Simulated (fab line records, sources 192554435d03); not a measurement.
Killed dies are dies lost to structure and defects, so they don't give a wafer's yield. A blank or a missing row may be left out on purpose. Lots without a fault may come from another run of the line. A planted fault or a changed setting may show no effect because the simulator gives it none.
fab line records | flow n5_finfet | part 1 of 2: steps 1 to 19 of 24
record lots=5 wafers=15 last_day=17
route steps=1938 shown GATE_CUT@479
lots that met no fault: from a run of the same line without faults
start_h: hours from the record's first day to the start of the lot's first wafer shown | wait_h: hours since the lot's step before | " the same as in the row above | L1.1+2: a row that stands for several wafers | - no value, or no start given | * or withheld: withheld | < > ~ a bound
route shown NAME@n: a module of which the file shows steps, and the number in the route of the first | usual: mean/standard deviation of fault-free wafers | same: alike in all rows | chamber/n: place in a boat | sites: the reading at each site | _std_site: their standard deviation | _edge_site: outer sites' mean less inner sites' | radius_mm: how far each site lies from the wafer's centre | mask NAME#n: copy n | behind: the tool/chamber that last shaped the wafer | hold: why the lot was held/for how many hours/how that ended | device: the transistor (n, p or np) that didn't switch | end of line: the same wafers' tests at the end of the route | a step without rows: its recipe alone | killed: dies lost to structure and defects at the first sort, not the wafer's yield | map: a wafer's dies, x killed, . not, _ none there
set.NAME: the setting as run; set.NAME@STEP: as run at that earlier step | model.NAME: the simulator's own value behind a step, which no gauge read
lots at some steps of the route; a table a step, a row a wafer
services: from which hour (start_h, from the record's first day; less than 0 if before it) a tool's chamber was out of use, for how many hours, and why
## steps
# step N5_GATE_CUT_COAT_35
# recipe resist=SiARC temp_c=220 time_s=60 spin_rpm=1500 resist_thk_nm=10
# columns lot.wafer tool chamber start_h wait_h
L082.2+5+6 litho_track-02 0 - -
L087.1+2+4 litho_track-04 0 - -
L090.3+5+6 litho_track-03 0 - -
L094.2+5+6 litho_track-02 0 - -
L095.3+4+6 litho_track-02 0 - -
# step N5_GATE_CUT_COAT_27
# recipe resist=underlayer temp_c=205 time_s=60 spin_rpm=1500 resist_thk_nm=10
# columns lot.wafer tool chamber start_h wait_h
L082.2+5+6 litho_track-02 0 - -
L087.1+2+4 litho_track-04 0 - -
L090.3+5+6 litho_track-03 0 - -
L094.2+5+6 litho_track-02 0 - -
L095.3+4+6 litho_track-02 0 - -
# step N5_GATE_CUT_COAT_07
# recipe resist=CAR-EUV spin_rpm=1500 resist_thk_nm=30
# columns lot.wafer tool chamber start_h wait_h
L082.2+5+6 litho_track-02 0 - -
L087.1+2+4 litho_track-04 0 - -
L090.3+5+6 litho_track-03 0 - -
L094.2+5+6 litho_track-02 0 - -
L095.3+4+6 litho_track-02 0 - -
# step N5_GATE_CUT_EBR_09
# recipe solvent=PGMEA ebr_width_mm=1.5
# columns lot.wafer tool chamber start_h wait_h
L082.2+5+6 litho_track-02 0 - -
L087.1+2+4 litho_track-04 0 - -
L090.3+5+6 litho_track-03 0 - -
L094.2+5+6 litho_track-02 0 - -
L095.3+4+6 litho_track-02 0 - -
# step N5_GATE_CUT_SOFTBAKE_08
# recipe temp_c=110 time_s=60 resist=CAR-EUV
# columns lot.wafer tool chamber start_h wait_h
L082.2+5+6 litho_track-02 0 - -
L087.1+2+4 litho_track-04 0 - -
L090.3+5+6 litho_track-03 0 - -
L094.2+5+6 litho_track-02 0 - -
L095.3+4+6 litho_track-02 0 - -
# step N5_GATE_CUT_EXPOSE_10
# recipe mask_id=GATE_CUT na=0.33 source_shape=annular sigma_inner=0.35 sigma_outer=0.8 polarization=unpolarized target_cd_nm=20 dose_mj=43.25
# usual focus_offset_nm=-0.1/0.57
# columns lot.wafer tool chamber start_h wait_h mask focus_offset_nm
L082.2 euv_scanner-02 0 132.45 - GATE_CUT#0 -0.5
L082.5 " 0 " " GATE_CUT#0 -0.2
L082.6 " 0 " " GATE_CUT#0 -0.4
L087.1 euv_scanner-02 0 162.11 - GATE_CUT#0 -0.8
L087.2 " 0 " " GATE_CUT#0 -0.8
L087.4 " 0 " " GATE_CUT#0 -0.6
L090.3 euv_scanner-01 0 179.60 - GATE_CUT#0 -0.6
L090.5 " 0 " " GATE_CUT#0 -0.1
L090.6 " 0 " " GATE_CUT#0 0.0
L094.2 euv_scanner-02 0 204.04 - GATE_CUT#0 -0.6
L094.5 " 0 " " GATE_CUT#0 -0.8
L094.6 " 0 " " GATE_CUT#0 0.3
L095.3 euv_scanner-01 0 210.36 - GATE_CUT#0 0.7
L095.4 " 0 " " GATE_CUT#0 0.3
L095.6 " 0 " " GATE_CUT#0 0.5
# step N5_GATE_CUT_PEB_11
# recipe peb_temp_c=100 peb_time_s=60 resist=CAR-EUV
# columns lot.wafer tool chamber start_h wait_h
L082.2+5+6 litho_track-03 0 132.51 0.1
L087.1+2+4 litho_track-04 0 162.18 0.1
L090.3+5+6 litho_track-03 0 179.65 0.0
L094.2+5+6 litho_track-04 0 204.10 0.1
L095.3+4+6 litho_track-03 0 210.41 0.0
# step N5_GATE_CUT_DEVELOP_12
# recipe develop_time_s=30 developer=TMAH resist=CAR-EUV rinse_liquid=surfactant_rinse dry=air_spin dev_temp_c=23
# columns lot.wafer tool chamber start_h wait_h
L082.2+5+6 litho_track-03 0 - -
L087.1+2+4 litho_track-04 0 - -
L090.3+5+6 litho_track-03 0 - -
L094.2+5+6 litho_track-04 0 - -
L095.3+4+6 litho_track-03 0 - -
# step N5_GATE_CUT_CD_MEAS_13
# recipe target_cd_nm=20 landing_energy_ev=500 detector=se_inlens
# usual cd_nm=20.01/0.23
# columns lot.wafer tool chamber start_h wait_h cd_nm
L082.2 cd_sem-01 0 132.57 - 19.77
L082.5 " 0 " " 19.75
L082.6 " 0 " " 19.78
L087.1 cd_sem-01 0 162.24 - 20.13
L087.2 " 0 " " 20.23
L087.4 " 0 " " 19.84
L090.3 cd_sem-02 0 179.72 - 19.86
L090.5 " 0 " " 20.08
L090.6 " 0 " " 19.72
L094.2 cd_sem-02 0 204.17 - 19.74
L094.5 " 0 " " 20.03
L094.6 " 0 " " 20.20
L095.3 cd_sem-01 0 210.48 - 20.56
L095.4 " 0 " " 20.14
L095.6 " 0 " " 19.79
# step N5_GATE_CUT_OVL_MEAS_14
# recipe points_per_wafer=522
# usual GATE_CUT_OVL=-0.4/0.73
# columns lot.wafer tool chamber start_h wait_h GATE_CUT_OVL[nm]
L082.2 overlay-01 0 132.61 0.0 -0.1
L082.5 " 0 " " -0.2
L082.6 " 0 " " -0.6
L087.1 overlay-01 0 162.27 0.0 0.2
L087.2 " 0 " " 1.0
L087.4 " 0 " " 0.6
L090.3 overlay-01 0 179.76 0.0 -1.0
L090.5 " 0 " " 0.0
L090.6 " 0 " " -0.6
L094.2 overlay-01 0 204.21 0.0 0.4
L094.5 " 0 " " -0.6
L094.6 " 0 " " 0.4
L095.3 overlay-02 0 210.52 0.0 0.6
L095.4 " 0 " " -1.9
L095.6 " 0 " " 0.1
# step N5_GATE_CUT_INSPECT_15
# recipe mode=adi inspect_instrument=brightfield
# usual raw_defect_count=116/32
# columns lot.wafer tool chamber start_h wait_h raw_defect_count
L082.2 defect_inspect-02 - 132.66 0.0 217
L082.5 " - " " 168
L082.6 " - " " 127
L087.1 defect_inspect-02 - 162.33 0.1 143
L087.2 " - " " 96
L087.4 " - " " 104
L090.3 defect_inspect-02 - 179.81 0.0 122
L090.5 " - " " 100
L090.6 " - " " 102
L094.2 defect_inspect-01 - 204.26 0.0 126
L094.5 " - " " 129
L094.6 " - " " 102
L095.3 defect_inspect-02 - 210.57 0.0 99
L095.4 " - " " 110
L095.6 " - " " 69
# step N5_GATE_CUT_DESCUM_18
# recipe chemistry=O2 time_s=7 source_power_w=50 bias_power_w=20 pressure_mtorr=20 rf_frequency_hz=2.712e+07 temp_c=40 resist=CAR-EUV o2_flow_sccm=225
# usual chamber_pressure_mTorr=20.000/0.018 drypump_motor_current_A=5.9/0.44 oes_product_au=0.78/0.065 rf_vpp_V=243.6/1.3 showerhead_plenum_p_Torr=2.13/0.057 temp_c=39.98/0.11 throttle_valve_pct=20.44/0.13
# columns lot.wafer tool chamber start_h wait_h chamber_pressure_mTorr drypump_motor_current_A oes_product_au rf_hours_counter_h rf_vpp_V showerhead_plenum_p_Torr temp_c throttle_valve_pct
L082.2 rie_diel-03 0 132.69 0.0 20.005 6.4 0.75 189 242.8 2.07 39.99 20.40
L082.5 " 3 " " 19.962 5.6 0.71 - 243.4 2.08 39.95 20.50
L082.6 " 0 " " 19.994 6.3 0.74 - 243.4 2.07 39.81 20.39
L087.1 rie_diel-03 3 162.37 0.0 20.002 5.6 0.71 202 242.1 2.07 40.04 20.51
L087.2 " 2 " " 20.012 5.4 0.74 173 243.9 2.09 40.00 20.26
L087.4 " 1 " " 19.970 6.0 0.90 31 242.8 2.05 39.88 20.33
L090.3 rie_diel-04 3 180.03 0.2 19.986 6.5 0.71 175 243.4 2.09 40.05 20.42
L090.5 " 3 " " 19.989 6.5 0.71 - 245.0 2.09 39.96 20.44
L090.6 " 0 " " 20.001 5.4 0.85 - 243.3 2.22 39.81 20.28
L094.2 rie_diel-04 2 204.29 0.0 20.015 6.5 0.73 209 242.2 2.08 39.93 20.38
L094.5 " 3 " " 19.973 6.5 0.71 - 242.8 2.09 39.94 20.44
L094.6 " 2 " " 20.010 6.5 0.73 - 242.1 2.08 39.96 20.36
L095.3 rie_diel-05 3 210.76 0.2 20.003 5.7 0.85 61 245.8 2.21 39.89 20.40
L095.4 " 0 " " 20.043 5.3 0.79 96 245.4 2.10 40.06 20.64
L095.6 " 2 " " 19.992 5.7 0.71 - 242.5 2.16 40.05 20.66
# step N5_GATE_CUT_ETCH_28
# recipe chemistry=N2/H2 target=underlayer target_depth_a=130 mask_material=CAR-EUV time_s=10.4 ion_energy_ev=200 pressure_mtorr=30 source_w=840 bias_w=150 n2_flow_sccm=200 h2_flow_sccm=200 ends=cleared
# usual chamber_pressure_mTorr=30.00/0.032 drypump_motor_current_A=6.0/0.44 etch_rf_on_time_s=10.40/0.17 n2_flow_sccm=200.0/0.51 oes_product_au=0.66/0.057 rf_vpp_V=525.2/2.2 showerhead_plenum_p_Torr=2.59/0.07 throttle_valve_pct=17.89/0.15
# columns lot.wafer tool chamber start_h wait_h chamber_pressure_mTorr drypump_motor_current_A etch_rf_on_time_s n2_flow_sccm oes_product_au rf_hours_counter_h rf_vpp_V showerhead_plenum_p_Torr throttle_valve_pct
L082.2 rie_diel-03 0 132.73 0.0 29.97 6.3 10.40 200.1 0.63 189 523.2 2.52 17.84
L082.5 " 3 " " 29.99 5.6 10.41 200.0 0.61 - 523.1 2.53 17.94
L082.6 " 0 " " 30.04 6.3 10.31 200.4 0.64 - 523.4 2.52 17.83
L087.1 rie_diel-03 3 162.40 0.0 29.96 5.6 10.44 200.3 0.60 202 524.0 2.52 17.97
L087.2 " 2 " " 30.01 5.5 10.36 200.7 0.64 173 524.6 2.53 17.71
L087.4 " 1 " " 29.99 6.0 10.21 199.9 0.76 31 522.1 2.49 17.81
L090.3 rie_diel-04 3 180.06 0.0 30.02 6.5 10.54 201.2 0.60 175 523.4 2.53 17.85
L090.5 " 3 " " 30.03 6.5 10.58 201.8 0.60 - 523.4 2.53 17.85
L090.6 " 0 " " 29.99 5.4 10.26 199.7 0.72 - 525.6 2.69 17.64
L094.2 rie_diel-04 2 204.33 0.0 29.97 6.6 10.56 200.3 0.61 209 523.4 2.53 17.90
L094.5 " 3 " " 30.00 6.5 10.82 199.5 0.59 - 524.1 2.53 17.87
L094.6 " 2 " " 29.99 6.5 10.61 199.8 0.61 - 523.1 2.53 17.89
L095.3 rie_diel-05 3 210.79 0.0 30.01 5.8 10.20 200.1 0.72 61 529.3 2.70 17.92
L095.4 " 0 " " 30.01 5.2 10.48 199.2 0.67 96 523.8 2.56 18.19
L095.6 " 2 " " 30.02 5.7 10.68 199.9 0.61 - 525.9 2.62 18.06
# step N5_GATE_CUT_ETCH_36
# recipe chemistry=CF4 target=SiARC target_depth_a=130 mask_material=CAR-EUV time_s=21.7 ion_energy_ev=80 pressure_mtorr=40 source_w=545 bias_w=36 Ar_flow_sccm=100 cf4_flow_sccm=100 ends=cleared
# usual chamber_pressure_mTorr=40.00/0.039 drypump_motor_current_A=5.9/0.44 etch_rf_on_time_s=21.7/0.34 oes_product_au=0.66/0.058 rf_vpp_V=184.4/1.1 showerhead_plenum_p_Torr=2.17/0.054 throttle_valve_pct=15.61/0.16
# columns lot.wafer tool chamber start_h wait_h chamber_pressure_mTorr drypump_motor_current_A etch_rf_on_time_s oes_product_au rf_hours_counter_h rf_vpp_V showerhead_plenum_p_Torr throttle_valve_pct
L082.2 rie_diel-03 0 132.75 0.0 40.06 6.4 21.6 0.64 189 184.7 2.13 15.64
L082.5 " 3 " " 40.07 5.6 21.7 0.60 - 182.9 2.12 15.72
L082.6 " 0 " " 39.96 6.4 21.6 0.64 - 184.4 2.12 15.66
L087.1 rie_diel-03 3 162.42 0.0 40.05 5.6 21.6 0.60 202 184.8 2.12 15.75
L087.2 " 2 " " 39.98 5.5 21.3 0.64 173 185.9 2.13 15.45
L087.4 " 1 " " 39.93 6.0 21.0 0.77 31 183.3 2.09 15.39
L090.3 rie_diel-04 3 180.08 0.0 40.03 6.5 22.0 0.60 175 185.2 2.13 15.58
L090.5 " 3 " " 39.95 6.5 21.9 0.60 - 182.7 2.13 15.56
L090.6 " 0 " " 40.00 5.4 21.3 0.73 - 185.2 2.25 15.38
L094.2 rie_diel-04 2 204.35 0.0 40.13 6.5 21.8 0.61 209 184.0 2.12 15.61
L094.5 " 3 " " 39.96 6.5 22.3 0.61 - 182.8 2.13 15.58
L094.6 " 2 " " 39.95 6.5 22.0 0.62 - 183.3 2.12 15.60
L095.3 rie_diel-05 3 210.81 0.0 39.98 5.7 21.2 0.72 61 184.6 2.25 15.57
L095.4 " 0 " " 40.07 5.2 22.0 0.68 96 184.4 2.16 15.79
L095.6 " 2 " " 39.97 5.7 22.2 0.61 - 185.1 2.20 15.89
# step N5_GATE_CUT_ETCH_37
# recipe chemistry=N2/H2 target=SOC target_depth_a=600 overetch_a=120 mask_material=SiARC temp_c=40 time_s=90 ion_energy_ev=200 pressure_mtorr=30 source_w=840 bias_w=150 n2_flow_sccm=200 h2_flow_sccm=200
# usual chamber_pressure_mTorr=29.998/0.027 drypump_motor_current_A=5.9/0.44 n2_flow_sccm=200.0/0.6 oes_product_au=0.70/0.055 rf_vpp_V=524.9/2 showerhead_plenum_p_Torr=2.59/0.07 temp_c=40.00/0.11 throttle_valve_pct=17.87/0.15
# columns lot.wafer tool chamber start_h wait_h chamber_pressure_mTorr drypump_motor_current_A n2_flow_sccm oes_product_au rf_hours_counter_h rf_vpp_V showerhead_plenum_p_Torr temp_c throttle_valve_pct
L082.2 rie_diel-03 0 132.77 0.0 30.012 6.3 200.7 0.67 189 523.8 2.52 40.02 17.81
L082.5 " 3 " " 30.003 5.6 201.2 0.64 - 523.2 2.53 40.03 17.92
L082.6 " 0 " " 29.968 6.4 200.3 0.67 - 524.2 2.52 40.17 17.83
L087.1 rie_diel-03 3 162.45 0.0 29.967 5.6 199.9 0.63 202 523.4 2.52 39.97 17.94
L087.2 " 2 " " 30.012 5.5 200.3 0.67 173 525.2 2.53 40.10 17.69
L087.4 " 1 " " 30.009 6.0 199.9 0.79 31 521.9 2.49 39.76 17.78
L090.3 rie_diel-04 3 180.11 0.0 30.007 6.4 200.2 0.64 175 522.4 2.54 40.01 17.83
L090.5 " 3 " " 30.044 6.4 200.7 0.64 - 524.9 2.53 40.01 17.85
L090.6 " 0 " " 29.932 5.4 199.1 0.75 - 525.1 2.69 40.03 17.63
L094.2 rie_diel-04 2 204.37 0.0 30.044 6.5 200.8 0.65 209 522.7 2.53 40.07 17.87
L094.5 " 3 " " 30.007 6.5 200.8 0.63 - 525.5 2.53 39.94 17.85
L094.6 " 2 " " 30.018 6.5 200.3 0.64 - 523.1 2.53 40.09 17.89
L095.3 rie_diel-05 3 210.84 0.0 29.914 5.7 200.1 0.75 61 528.3 2.70 39.96 17.87
L095.4 " 0 " " 29.948 5.2 199.8 0.72 96 524.3 2.56 40.03 18.16
L095.6 " 2 " " 30.005 5.7 200.3 0.65 - 525.5 2.62 39.84 18.07
# step N5_GATE_CUT_STRIP_38
# recipe chemistry=N2/H2 temp_c=40 n2_flow_sccm=200 h2_flow_sccm=200 rf_frequency_hz=6e+07
# columns lot.wafer tool chamber start_h wait_h
L082.2+5+6 rie_diel-03 0,3,0 132.84 0.0
L087.1+2+4 rie_diel-03 3,2,1 162.51 0.0
L090.3+5+6 rie_diel-04 3,3,0 180.17 0.0
L094.2+5+6 rie_diel-04 2,3,2 204.44 0.0
L095.3+4+6 rie_diel-05 3,0,2 210.90 0.0
# step N5_GATE_CUT_STRIP_39
# recipe chemistry=N2/H2 temp_c=40 n2_flow_sccm=200 h2_flow_sccm=200 rf_frequency_hz=6e+07
# columns lot.wafer tool chamber start_h wait_h
L082.2+5+6 rie_diel-03 0,3,0 132.85 0.0
L087.1+2+4 rie_diel-03 3,2,1 162.52 0.0
L090.3+5+6 rie_diel-04 3,3,0 180.18 0.0
L094.2+5+6 rie_diel-04 2,3,2 204.45 0.0
L095.3+4+6 rie_diel-05 3,0,2 210.91 0.0
# step N5_GATE_CUT_HM_OPEN_40
# recipe chemistry=C4F6/O2 target=SiO2 mask_material=SiARC target_depth_a=1390 time_s=85.1 ion_energy_ev=250 pressure_mtorr=30 source_w=345 bias_w=185 Ar_flow_sccm=300 C4F6_flow_sccm=10 O2_flow_sccm=10 ends=cleared
# usual C4F6_flow_sccm=9.998/0.029 chamber_pressure_mTorr=29.998/0.027 drypump_motor_current_A=5.9/0.44 etch_rf_on_time_s=93.7/1.6 oes_product_au=0.70/0.059 rf_vpp_V=666/4.2 showerhead_plenum_p_Torr=2.89/0.072 throttle_valve_pct=20.92/0.16
# columns lot.wafer tool chamber start_h wait_h C4F6_flow_sccm chamber_pressure_mTorr drypump_motor_current_A etch_rf_on_time_s oes_product_au rf_hours_counter_h rf_vpp_V showerhead_plenum_p_Torr throttle_valve_pct
L082.2 rie_diel-03 0 132.86 0.0 10.005 29.993 6.4 91.1 0.68 189 664 2.82 20.88
L082.5 " 3 " " 9.982 30.045 5.6 93.6 0.65 - 674 2.83 21.04
L082.6 " 0 " " 10.038 29.969 6.4 93.9 0.67 - 665 2.82 20.87
L087.1 rie_diel-03 3 162.53 0.0 10.018 30.038 5.6 90.4 0.64 202 676 2.82 21.04
L087.2 " 2 " " 10.018 29.983 5.5 90.8 0.67 173 662 2.83 20.72
L087.4 " 1 " " 10.015 29.957 6.0 90.4 0.80 31 663 2.78 20.74
L090.3 rie_diel-04 3 180.19 0.0 10.019 30.002 6.5 95.4 0.63 175 660 2.84 20.90
L090.5 " 3 " " 9.994 30.007 6.5 95.8 0.64 - 661 2.84 20.91
L090.6 " 0 " " 10.006 29.974 5.4 95.3 0.77 - 670 3.00 20.69
L094.2 rie_diel-04 2 204.46 0.0 10.019 30.014 6.5 94.5 0.66 209 666 2.82 20.83
L094.5 " 3 " " 10.001 30.034 6.5 96.3 0.64 - 659 2.84 20.91
L094.6 " 2 " " 9.998 30.028 6.5 93.2 0.66 - 665 2.82 20.83
L095.3 rie_diel-05 3 210.92 0.0 10.030 29.985 5.7 91.3 0.76 61 670 3.00 20.94
L095.4 " 0 " " 9.966 29.983 5.2 95.4 0.71 96 665 2.88 21.23
L095.6 " 2 " " 9.952 30.018 5.7 96.1 0.65 - 670 2.92 21.14
# step N5_GATE_CUT_STRIP_41
# recipe chemistry=CF4 resist=SiARC power_w=300 bias_power_w=75 pressure_mtorr=50 cf4_flow_sccm=150 rf_frequency_hz=6e+07
# usual chamber_pressure_mTorr=50.00/0.045 drypump_motor_current_A=5.9/0.44 oes_product_au=0.179/0.014 rf_vpp_V=271.8/1.2 showerhead_plenum_p_Torr=1.82/0.045 throttle_valve_pct=13.58/0.17
# columns lot.wafer tool chamber start_h wait_h chamber_pressure_mTorr drypump_motor_current_A oes_product_au rf_hours_counter_h rf_vpp_V showerhead_plenum_p_Torr throttle_valve_pct
L082.2 rie_diel-03 0 132.92 0.0 50.06 6.3 0.180 190 270.1 1.79 13.68
L082.5 " 3 " " 50.07 5.6 0.171 - 271.4 1.78 13.71
L082.6 " 0 " " 49.93 6.4 0.176 - 270.6 1.78 13.68
L087.1 rie_diel-03 3 162.59 0.0 50.05 5.6 0.160 202 269.9 1.77 13.73
L087.2 " 2 " " 49.94 5.4 0.172 174 272.4 1.79 13.48
L087.4 " 1 " " 49.99 6.0 0.201 31 271.1 1.76 13.36
L090.3 rie_diel-04 3 180.26 0.0 50.05 6.4 0.160 175 269.9 1.78 13.56
L090.5 " 3 " " 49.98 6.4 0.166 - 271.9 1.78 13.56
L090.6 " 0 " " 49.89 5.4 0.192 - 274.0 1.89 13.35
L094.2 rie_diel-04 2 204.52 0.0 50.08 6.5 0.168 210 272.0 1.78 13.62
L094.5 " 3 " " 50.00 6.5 0.164 - 269.9 1.78 13.59
L094.6 " 2 " " 50.01 6.5 0.174 - 269.6 1.78 13.64
L095.3 rie_diel-05 3 210.98 0.0 49.98 5.7 0.189 61 272.4 1.88 13.49
L095.4 " 0 " " 49.97 5.2 0.183 96 272.5 1.80 13.70
L095.6 " 2 " " 50.01 5.7 0.166 - 272.1 1.85 13.89
